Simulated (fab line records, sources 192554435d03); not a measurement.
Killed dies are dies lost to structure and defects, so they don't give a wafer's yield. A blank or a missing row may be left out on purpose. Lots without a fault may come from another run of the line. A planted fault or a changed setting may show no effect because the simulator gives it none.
Which tool did it? | flow n5_finfet | 11 lots, 33 wafers sampled, at 2 steps of a route of 1938

WHAT THE GAUGES READ, wafer by wafer
N5_BEOL_M12_THK_MEAS_50: measures by xrf.
lot  | measured     | on            | M12_THK (nm)
L931 | day 11 04:10 | film_metro-01 | 322 316 317
L933 | day 11 15:06 | film_metro-02 | 337 331 334
L935 | day 11 23:52 | film_metro-02 | 326 322 328
L936 | day 12 06:44 | film_metro-01 | 321 312 327
L937 | day 12 17:04 | film_metro-01 | 320 324 322
L940 | day 13 08:42 | film_metro-01 | 329 320 329
L941 | day 13 15:01 | film_metro-01 | 323 316 317
L943 | day 13 21:16 | film_metro-01 | 320 319 324
L942 | day 14 08:20 | film_metro-02 | 324 317 331
L946 | day 14 08:52 | film_metro-01 | 326 329 321
L951 | day 17 10:19 | film_metro-01 | 327 323 323

N5_BEOL_M12_INSPECT_55: inspects for defects (darkfield).
lot  | measured     | on                | raw_defect_count
L931 | day 11 04:19 | defect_inspect-01 | 65 66 73
L933 | day 11 15:15 | defect_inspect-01 | 45 71 57
L935 | day 12 00:01 | defect_inspect-02 | 69 86 57
L936 | day 12 06:53 | defect_inspect-02 | 30 41 59
L937 | day 12 17:14 | defect_inspect-02 | 63 55 51
L940 | day 13 08:51 | defect_inspect-01 | 71 68 69
L941 | day 13 15:10 | defect_inspect-01 | 60 35 69
L943 | day 13 21:25 | defect_inspect-01 | 76 75 86
L942 | day 14 08:31 | defect_inspect-01 | 80 55 61
L946 | day 14 09:02 | defect_inspect-01 | 65 87 91
L951 | day 17 10:28 | defect_inspect-02 | 54 62 53

WHICH TOOL RAN EACH LOT (tool, then ch and the chambers of the sampled wafers, then the start)
The record holds no process step before these readings.

WHAT THE TOOLS THEMSELVES READ (means of the sampled wafers that have a number; where no wafer has one, the mark that the record gives instead)
The record holds no such reading with a usual standard deviation.

THE ANSWER, worked out from the rows above alone
Rule: what is usual is taken from the lots themselves. Put in order of their means at a reading, lots are off if they are a third of the lots or fewer, leave a main group of 4 or more, and stand apart from it by a gap of 3 or more times the standard deviation of the main group's means; of several such gaps the widest counts. A main group whose means are all the same, to the digits that the tables above print for the reading, isn't used. A lot without any number at a reading at which 4 lots or more have one is off too. The other lots that the step has rows for count as sound. The gauges are gone through in route order, then the tools' own readings, and for those a lot's mean is taken as printed above. The first step at which some lot is off is used, and at that step the reading that is off furthest; a lot without a number counts as furthest.
No lot is off at any reading shown: from this, nothing can be told.

WHAT THE SIMULATOR HAD PUT IN
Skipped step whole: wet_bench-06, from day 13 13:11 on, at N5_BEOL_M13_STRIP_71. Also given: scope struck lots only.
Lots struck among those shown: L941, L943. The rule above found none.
